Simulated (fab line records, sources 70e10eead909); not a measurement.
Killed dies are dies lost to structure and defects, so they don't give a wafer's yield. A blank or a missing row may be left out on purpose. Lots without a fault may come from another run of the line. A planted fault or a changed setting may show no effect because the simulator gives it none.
Chamber matching | flow nand_harc | NHARC_A_STAIRCASE_DESCUM_291 on rie_diel-01: 4 sister chambers
The step chemistry O2, time 3 s. 8 wafers are shown with their chamber, then 9 later ones without.

WAFERS WITH THEIR CHAMBER
wafer  | chamber | showerhead_plenum_p_Torr (Torr) | throttle_valve_pct (%)
L080.1 | 0       | 1.97                            | 11.319
L080.4 | 1       | 2.01                            | 11.312
L082.3 | 1       | 2.01                            | 11.312
L082.4 | 2       | 1.88                            | 11.311
L082.6 | 0       | 1.97                            | 11.309
L088.2 | 3       | 1.92                            | 11.301
L088.4 | 2       | 1.87                            | 11.312
L088.6 | 3       | 1.92                            | 11.294

WAFERS WITHOUT THEIR CHAMBER
wafer  | showerhead_plenum_p_Torr (Torr) | throttle_valve_pct (%)
L090.1 | 1.87                            | 11.311
L090.2 | 1.96                            | 11.314
L090.6 | 1.87                            | 11.304
L089.1 | 1.96                            | 11.310
L089.2 | 1.92                            | 11.310
L089.4 | 1.87                            | 11.302
L096.2 | 2.00                            | 11.309
L096.5 | 1.96                            | 11.303
L096.6 | 2.00                            | 11.301

WHICH CHAMBER EACH WENT THROUGH
wafer  | from the rows above | in truth
L090.1 | 2                   | 2
L090.2 | 0                   | 0
L090.6 | 2                   | 2
L089.1 | 0                   | 0
L089.2 | 3                   | 3
L089.4 | 2                   | 2
L096.2 | 1                   | 1
L096.5 | 0                   | 0
L096.6 | 1                   | 1
Placed correctly: 9 of 9. Can't be placed from these rows: 0. Placed wrongly: 0.
How it was worked out, from the rows above alone: a wafer's distance from a chamber is the root of the sum, over the readings, of the square of ((its reading less the chamber's mean) divided by the reading's scatter). The wafer belongs to the nearest chamber; if the next one is less than 2 further off, it can't be placed. A chamber's mean is the mean of its shown wafers. The scatter: the root of (the sum of the squares of (reading less its chamber's mean) over the shown wafers, divided by (wafers less chambers)).
